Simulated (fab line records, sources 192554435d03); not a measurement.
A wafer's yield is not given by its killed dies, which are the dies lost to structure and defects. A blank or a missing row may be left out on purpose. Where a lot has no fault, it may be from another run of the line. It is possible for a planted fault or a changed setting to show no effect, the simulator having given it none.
One fault through the eyes of 2 desks | flow n5-finfet | only its own numbers are on each desk; what lay behind them is given at the end

METROLOGY DESK
What the gauges read, lot by lot, whatever tool the lot ran on: means of the sampled wafers that have a number. Any lot whose mean is over 4 standard deviations away from the usual mean is out of limits and marked OUT; that distance is given in the brackets. Of its 11 readings 7 are shown: those that lie furthest out on some lot.
Columns: A = M0_ABLK_OVL at N5_BEOL_M0_CUTY_OVL_MEAS_58, usual -0.2 nm; B = DIBL_P at N5_BEOL_M4_RC_MEAS_101, usual 36.4 mV/V; C = IOFF_N at N5_BEOL_M4_RC_MEAS_101, usual 0.17 nA/um; D = IOFF_P at N5_BEOL_M4_RC_MEAS_101, usual 0.21 nA/um; E = SS_N at N5_BEOL_M4_RC_MEAS_101, usual 71.7 mV/dec; F = VT_N at N5_BEOL_M4_RC_MEAS_101, usual 249 mV; G = VT_P at N5_BEOL_M4_RC_MEAS_101, usual -251 mV
lot  | first seen here | A    | B    | C    | D    | E    | F   | G
L150 | day 6 03:49     | 0.8  | 37.8 | 0.18 | 0.23 | 71.4 | 247 | -250
L153 | day 6 16:35     | 0.3  | 34.7 | 0.15 | 0.20 | 70.7 | 250 | -248
L154 | day 7 01:32     | 0.7  | 37.4 | 0.19 | 0.24 | 71.9 | 247 | -250
L155 | day 7 05:58     | -0.4 | 36.2 | 0.17 | 0.20 | 71.6 | 250 | -252
L157 | day 7 17:28     | -0.9 | 33.6 | 0.13 | 0.16 | 71.0 | 254 | -256
L158 | day 7 23:24     | -0.6 | 37.5 | 0.17 | 0.20 | 72.0 | 249 | -253
L165 | day 9 18:56     | 0.2  | 34.2 | 0.15 | 0.17 | 71.8 | 250 | -253
L168 | day 10 10:12    | -0.2 | 37.6 | 0.17 | 0.21 | 71.9 | 250 | -253
L169 | day 10 16:55    | 0.4  | 36.1 | 0.17 | 0.23 | 71.8 | 249 | -250
L171 | day 11 09:44    | -1.0 | 36.1 | 0.17 | 0.19 | 71.5 | 247 | -252
Result from this desk: across the 10 lots, nothing is out of limits.

DESK OF THE TOOL OWNER: rie-diel-02
The tool's own readings at N5_BEOL_M0_SAQP_ETCH_73 (etches SiARC in CF4, target depth 19.5 nm, time 32.5 s): means of the sampled wafers that have a number, for each lot that ran on this tool. Any lot whose mean is over 4 standard deviations away from the usual mean is out of limits and marked OUT; that distance is given in the brackets.
Columns: A = drypump-motor-current-A at N5_BEOL_M0_SAQP_ETCH_73, usual 5.6 A; B = etch-rf-on-time-s at N5_BEOL_M0_SAQP_ETCH_73, usual 32.5 s; C = oes-product-au at N5_BEOL_M0_SAQP_ETCH_73, usual 0.67 a.u.; D = rf-vpp-V at N5_BEOL_M0_SAQP_ETCH_73, usual 184.1 V; E = showerhead-plenum-p-Torr at N5_BEOL_M0_SAQP_ETCH_73, usual 2.14 Torr; F = throttle-valve-pct at N5_BEOL_M0_SAQP_ETCH_73, usual 15.62 %
lot  | first seen here | A   | B               | C    | D     | E    | F
L154 | day 7 00:15     | 5.3 | 33.4            | 0.65 | 184.6 | 2.19 | 15.87
L155 | day 7 04:46     | 5.3 | 33.2            | 0.64 | 184.9 | 2.19 | 15.87
L157 | day 7 16:11     | 5.9 | 32.4            | 0.69 | 183.1 | 2.12 | 15.60
L165 | day 9 17:10     | 5.8 | 26.1 (-7.0) OUT | 0.80 | 183.5 | 2.11 | 15.66
L168 | day 10 08:48    | 5.6 | 26.1 (-7.0) OUT | 0.91 | 183.5 | 2.08 | 15.46
L169 | day 10 15:29    | 5.7 | 27.5 (-5.5) OUT | 0.81 | 183.9 | 2.10 | 15.51
Finding of this desk: L165, L168, L169 out of limits; the first was L165 at day 9 17:10, on etch-rf-on-time-s at N5_BEOL_M0_SAQP_ETCH_73. In limits: L154, L155, L157.

ALL TOGETHER
An alarm could have come from the tool owner's desk at day 9 17:10, on L165, L168, L169.
Metrology desk: nothing out of limits seen.
The metrology desk has L165, L168, L169 on record, within its limits.
Of the lots named, all ran N5_BEOL_M0_SAQP_ETCH_73 on rie-diel-02.

WHAT HAD BEEN PUT IN BY THE SIMULATOR
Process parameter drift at N5_BEOL_M0_SAQP_ETCH_73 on rie-diel-02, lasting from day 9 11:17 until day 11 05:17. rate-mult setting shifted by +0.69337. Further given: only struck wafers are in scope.
Struck lots among those shown: L165, L168, L169.
Hours from the fault's start to each desk's first reading out of limits: the tool owner's desk, 6.
